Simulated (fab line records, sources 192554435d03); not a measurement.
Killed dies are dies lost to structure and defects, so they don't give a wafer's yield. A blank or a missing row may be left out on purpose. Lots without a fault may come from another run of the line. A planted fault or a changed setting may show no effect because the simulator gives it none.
Which tool did it? | flow n5_finfet | 24 lots, 72 wafers sampled, at 4 steps of a route of 1938

WHAT THE GAUGES READ, wafer by wafer
N5_BEOL_M4_THK_MEAS_53: measures by xrf. Usual: M4_THK 40.4 nm, standard deviation 1.2.
lot  | measured     | on            | M4_THK (nm)    | flag
L074 | day 8 01:59  | film_metro-01 | 40.2 40.4 41.5 |
L076 | day 8 19:34  | film_metro-01 | 38.5 39.4 38.6 |
L075 | day 9 10:44  | film_metro-01 | 39.1 39.7 39.6 |
L078 | day 9 16:41  | film_metro-02 | 40.9 40.3 40.4 |
L077 | day 9 23:19  | film_metro-02 | 42.9 41.1 41.7 |
L079 | day 10 15:02 | film_metro-02 | 39.8 40.3 41.0 |
L083 | day 10 15:26 | film_metro-02 | 38.8 41.7 40.4 |
L081 | day 10 18:11 | film_metro-01 | 40.0 38.4 39.3 |
L080 | day 10 18:34 | film_metro-01 | 39.7 39.6 38.6 |
L084 | day 11 10:55 | film_metro-01 | 38.7 40.0 39.2 |
L085 | day 11 23:22 | film_metro-01 | 39.7 40.1 39.9 |
L082 | day 11 07:37 | film_metro-02 | 41.4 41.8 41.0 |
L087 | day 11 11:32 | film_metro-02 | 41.4 41.4 41.8 |
L086 | day 12 05:05 | film_metro-01 | 40.6 41.6 42.1 |
L090 | day 12 09:41 | film_metro-01 | 40.8 40.9 39.7 |
L088 | day 12 12:19 | film_metro-01 | 40.2 39.3 38.8 |
L089 | day 12 20:24 | film_metro-01 | 39.5 41.8 39.8 |
L091 | day 13 11:20 | film_metro-02 | 40.4 40.1 38.8 |
L092 | day 13 11:26 | film_metro-02 | 39.8 41.1 40.7 |
L093 | day 13 12:06 | film_metro-01 | 40.6 39.9 42.7 |
L096 | day 13 18:49 | film_metro-01 | 40.6 41.2 40.5 |
L095 | day 14 02:43 | film_metro-02 | 39.2 41.2 41.1 |
L094 | day 13 20:40 | film_metro-02 | 43.0 42.9 41.4 |
L097 | day 14 19:21 | film_metro-02 | 41.6 38.7 41.2 |

WHICH TOOL RAN EACH LOT (tool, then ch and the chambers of the sampled wafers, then the start)
lot  | N5_BEOL_M4_ALD_98                 | N5_BEOL_M4_ANNEAL_49         | N5_BEOL_M4_ANNEAL_82
L074 | ald_sin-04 ch 0,3, day 7 14:37    | pvd_sputter-01, day 7 23:30  | pvd_sputter-01, day 7 23:56
L076 | ald_sin-04 ch 1,3, day 8 06:02    | pvd_sputter-01, day 8 17:06  | pvd_sputter-01, day 8 17:32
L075 | ald_sin-01 ch 0,2,3, day 8 11:00  | pvd_sputter-02, day 9 08:14  | pvd_sputter-02, day 9 08:40
L078 | ald_sin-01 ch 2,3, day 9 04:11    | pvd_sputter-01, day 9 14:11  | pvd_sputter-01, day 9 14:38
L077 | ald_sin-01 ch 1,2, day 9 17:17    | pvd_sputter-01, day 9 20:41  | pvd_sputter-01, day 9 21:07
L079 | ald_sin-02 ch 0,1,2, day 10 01:02 | pvd_sputter-03, day 10 12:34 | pvd_sputter-03, day 10 13:01
L083 | ald_sin-04 ch 2,3, day 10 08:47   | pvd_sputter-02, day 10 12:41 | pvd_sputter-02, day 10 13:08
L081 | ald_sin-01 ch 1,3, day 10 10:20   | pvd_sputter-02, day 10 15:43 | pvd_sputter-02, day 10 16:09
L080 | ald_sin-01 ch 0,2, day 10 13:45   | pvd_sputter-03, day 10 16:05 | pvd_sputter-03, day 10 16:32
L084 | ald_sin-01 ch 0,1, day 10 20:10   | pvd_sputter-02, day 11 08:26 | pvd_sputter-02, day 11 08:53
L085 | ald_sin-04 ch 0,1, day 11 00:40   | pvd_sputter-01, day 11 20:53 | pvd_sputter-01, day 11 21:20
L082 | ald_sin-02 ch 0,3, day 11 01:22   | pvd_sputter-02, day 11 05:08 | pvd_sputter-02, day 11 05:35
L087 | ald_sin-02 ch 1,2,3, day 11 05:18 | pvd_sputter-03, day 11 09:01 | pvd_sputter-03, day 11 09:28
L086 | ald_sin-02 ch 0,1,2, day 11 07:22 | pvd_sputter-03, day 12 02:01 | pvd_sputter-03, day 12 02:27
L090 | ald_sin-04 ch 1,2,3, day 11 18:31 | pvd_sputter-03, day 12 07:05 | pvd_sputter-03, day 12 07:32
L088 | ald_sin-02 ch 0,2,3, day 11 21:13 | pvd_sputter-01, day 12 09:39 | pvd_sputter-01, day 12 10:05
L089 | ald_sin-02 ch 0,3, day 12 07:49   | pvd_sputter-02, day 12 17:56 | pvd_sputter-02, day 12 18:22
L091 | ald_sin-02 ch 0,1,2, day 12 14:01 | pvd_sputter-01, day 13 08:52 | pvd_sputter-01, day 13 09:18
L092 | ald_sin-04 ch 1,2,3, day 12 18:19 | pvd_sputter-02, day 13 08:58 | pvd_sputter-02, day 13 09:25
L093 | ald_sin-02 ch 0,2,3, day 13 02:48 | pvd_sputter-03, day 13 09:38 | pvd_sputter-03, day 13 10:04
L096 | ald_sin-04 ch 1,3, day 13 07:13   | pvd_sputter-03, day 13 16:22 | pvd_sputter-03, day 13 16:48
L095 | ald_sin-01 ch 1,2,3, day 13 09:05 | pvd_sputter-03, day 14 00:13 | pvd_sputter-03, day 14 00:40
L094 | ald_sin-01 ch 0,3, day 13 09:32   | pvd_sputter-03, day 13 18:12 | pvd_sputter-03, day 13 18:38
L097 | ald_sin-02 ch 0,2, day 13 22:02   | pvd_sputter-02, day 14 16:53 | pvd_sputter-02, day 14 17:19
- N5_BEOL_M4_ALD_98: deposits SiO2, target thk 2.5 nm, pulse time 1 s, co reactant pulse time 1 s.
- N5_BEOL_M4_ANNEAL_49: time 240 s.
- N5_BEOL_M4_ANNEAL_82: time 240 s.

WHAT THE TOOLS THEMSELVES READ (means of the sampled wafers that have a number; where no wafer has one, the mark that the record gives instead)
N5_BEOL_M4_ALD_98. Usual: heater_power_outer_w 41 W, standard deviation 4.4; heater_power_w 77 W, standard deviation 8.2; precursor_pulse_height_rel 1.000, standard deviation 0.018.
lot  | tool       | heater_power_outer_w (W) | heater_power_w (W) | precursor_pulse_height_rel | flag
L074 | ald_sin-04 | 42                       | 80                 | 1.001                      |
L076 | ald_sin-04 | 42                       | 78                 | 1.012                      |
L075 | ald_sin-01 | 41                       | 76                 | 1.011                      |
L078 | ald_sin-01 | 40                       | 75                 | 0.999                      |
L077 | ald_sin-01 | 41                       | 77                 | 1.009                      |
L079 | ald_sin-02 | 42                       | 80                 | 0.998                      |
L083 | ald_sin-04 | 36                       | 72                 | 1.002                      |
L081 | ald_sin-01 | 44                       | 81                 | 0.988                      |
L080 | ald_sin-01 | 39                       | 75                 | 0.993                      |
L084 | ald_sin-01 | 43                       | 77                 | 0.997                      |
L085 | ald_sin-04 | 44                       | 83                 | 1.005                      |
L082 | ald_sin-02 | 42                       | 84                 | 0.986                      |
L087 | ald_sin-02 | 37                       | 70                 | 0.996                      |
L086 | ald_sin-02 | 42                       | 81                 | 1.010                      |
L090 | ald_sin-04 | 39                       | 75                 | 1.021                      |
L088 | ald_sin-02 | 41                       | 78                 | 1.004                      |
L089 | ald_sin-02 | 43                       | 82                 | 1.005                      |
L091 | ald_sin-02 | 42                       | 82                 | 1.004                      |
L092 | ald_sin-04 | 38                       | 73                 | 1.006                      |
L093 | ald_sin-02 | 40                       | 77                 | 1.001                      |
L096 | ald_sin-04 | 41                       | 74                 | 1.009                      |
L095 | ald_sin-01 | 42                       | 78                 | 0.996                      |
L094 | ald_sin-01 | 42                       | 79                 | 0.975                      |
L097 | ald_sin-02 | 45                       | 88                 | 0.994                      |

N5_BEOL_M4_ANNEAL_49. Usual: heater_power_w 782 W, standard deviation 70.
lot  | tool           | heater_power_w (W) | flag
L074 | pvd_sputter-01 | 660                |
L076 | pvd_sputter-01 | 763                |
L075 | pvd_sputter-02 | 809                |
L078 | pvd_sputter-01 | 667                |
L077 | pvd_sputter-01 | 710                |
L079 | pvd_sputter-03 | 800                |
L083 | pvd_sputter-02 | 773                |
L081 | pvd_sputter-02 | 799                |
L080 | pvd_sputter-03 | 818                |
L084 | pvd_sputter-02 | 822                |
L085 | pvd_sputter-01 | 673                |
L082 | pvd_sputter-02 | 813                |
L087 | pvd_sputter-03 | 749                |
L086 | pvd_sputter-03 | 819                |
L090 | pvd_sputter-03 | 776                |
L088 | pvd_sputter-01 | 697                |
L089 | pvd_sputter-02 | 875                |
L091 | pvd_sputter-01 | 715                |
L092 | pvd_sputter-02 | 831                |
L093 | pvd_sputter-03 | 835                |
L096 | pvd_sputter-03 | 828                |
L095 | pvd_sputter-03 | 783                |
L094 | pvd_sputter-03 | 785                |
L097 | pvd_sputter-02 | 830                |

N5_BEOL_M4_ANNEAL_82. Usual: heater_power_w 783 W, standard deviation 68.
lot  | tool           | heater_power_w (W) | flag
L074 | pvd_sputter-01 | 669                |
L076 | pvd_sputter-01 | 760                |
L075 | pvd_sputter-02 | 816                |
L078 | pvd_sputter-01 | 667                |
L077 | pvd_sputter-01 | 715                |
L079 | pvd_sputter-03 | 810                |
L083 | pvd_sputter-02 | 774                |
L081 | pvd_sputter-02 | 800                |
L080 | pvd_sputter-03 | 825                |
L084 | pvd_sputter-02 | 837                |
L085 | pvd_sputter-01 | 678                |
L082 | pvd_sputter-02 | 812                |
L087 | pvd_sputter-03 | 752                |
L086 | pvd_sputter-03 | 826                |
L090 | pvd_sputter-03 | 779                |
L088 | pvd_sputter-01 | 711                |
L089 | pvd_sputter-02 | 886                |
L091 | pvd_sputter-01 | 722                |
L092 | pvd_sputter-02 | 817                |
L093 | pvd_sputter-03 | 833                |
L096 | pvd_sputter-03 | 839                |
L095 | pvd_sputter-03 | 791                |
L094 | pvd_sputter-03 | 777                |
L097 | pvd_sputter-02 | 822                |

THE ANSWER, worked out from the rows above alone
Rule: a lot is off if the mean of its wafers that have a number lies more than 3 standard deviations from the usual mean. A lot without any number at a reading at which 4 lots or more have one is off too. The other lots that the step has rows for count as sound. The gauges are gone through in route order, then the tools' own readings, and for those a lot's mean is taken as printed above. The first step at which some lot is off is used, and at that step the reading that is off furthest; a lot without a number counts as furthest.
No lot is off at any reading shown: from this, nothing can be told.

WHAT THE SIMULATOR HAD PUT IN
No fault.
